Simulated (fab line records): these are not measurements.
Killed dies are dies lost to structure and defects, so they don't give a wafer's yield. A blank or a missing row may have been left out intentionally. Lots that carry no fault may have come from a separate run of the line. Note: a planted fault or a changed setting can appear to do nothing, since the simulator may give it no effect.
Which tool was responsible? + flow nand-harc + 7 lots with 21 wafers sampled at 2 steps, on a route of 1302 steps

## WHAT THE GAUGES SHOWED, per wafer
NHARC_A_ONON_D1_THK_MEAS_14: measures by ellipsometry.
| lot  | measured     | on            | thk-nm (nm)    |
|------|--------------|---------------|----------------|
| L834 | day 9 07:38  | film-metro-01 | 1007 1009 1008 |
| L836 | day 10 06:16 | film-metro-01 | 1003 1001 1002 |
| L838 | day 11 01:17 | film-metro-02 | 1009 1009 1007 |
| L840 | day 11 18:19 | film-metro-01 | 1006 1006 1006 |
| L842 | day 12 17:34 | film-metro-02 | 1005 1004 1004 |
| L851 | day 16 23:19 | film-metro-01 | 841 994 994    |
| L853 | day 17 20:26 | film-metro-02 | 1001 1001 1002 |

## WHICH TOOL RAN EACH LOT (tool, then ch and the chambers of the sampled wafers, then the start)
| lot  | NHARC_A_ONON_D1_DEP_12           |
|------|----------------------------------|
| L834 | pecvd-onon-04 ch 0, day 9 07:10  |
| L836 | pecvd-onon-01 ch 0, day 10 05:46 |
| L838 | pecvd-onon-04 ch 0, day 11 00:47 |
| L840 | pecvd-onon-03 ch 0, day 11 17:56 |
| L842 | pecvd-onon-04 ch 0, day 12 17:03 |
| L851 | pecvd-onon-04 ch 0, day 16 22:49 |
| L853 | pecvd-onon-03 ch 0, day 17 19:55 |
- NHARC_A_ONON_D1_DEP_12: target thk 1000 nm.

## THE ANSWER, worked out from the rows above alone
Rule: the usual values come from the lots themselves. The widest of any qualifying gaps counts: lots, ordered by their means at a reading, are off when they make up no more than a third of the lots, leave a main group of 4 or more, and stand apart from it by 3 or more times the standard deviation of that group's means. The tables above print the reading to a certain number of digits; a main group whose means all agree to those digits is not used. A lot without any number at a reading at which 4 lots or more have one is off too. Where the step has rows for the other lots, those lots are counted as sound.
Off: L851 (NHARC_A_ONON_D1_THK_MEAS_14, thk-nm). Main group: mean 1005 nm, sd 2.7.
If a tool, at a process step before that reading, ran all the lots that are off and no sound lot after the first of them, it fits. Gauges at NHARC_A_ONON_D1_THK_MEAS_14: tried the same way as those tools. Can't be told from this: 2 tools fit, pecvd-onon-04 at NHARC_A_ONON_D1_DEP_12, film-metro-01 at NHARC_A_ONON_D1_THK_MEAS_14.

## WHAT THE SIMULATOR HAD PUT IN
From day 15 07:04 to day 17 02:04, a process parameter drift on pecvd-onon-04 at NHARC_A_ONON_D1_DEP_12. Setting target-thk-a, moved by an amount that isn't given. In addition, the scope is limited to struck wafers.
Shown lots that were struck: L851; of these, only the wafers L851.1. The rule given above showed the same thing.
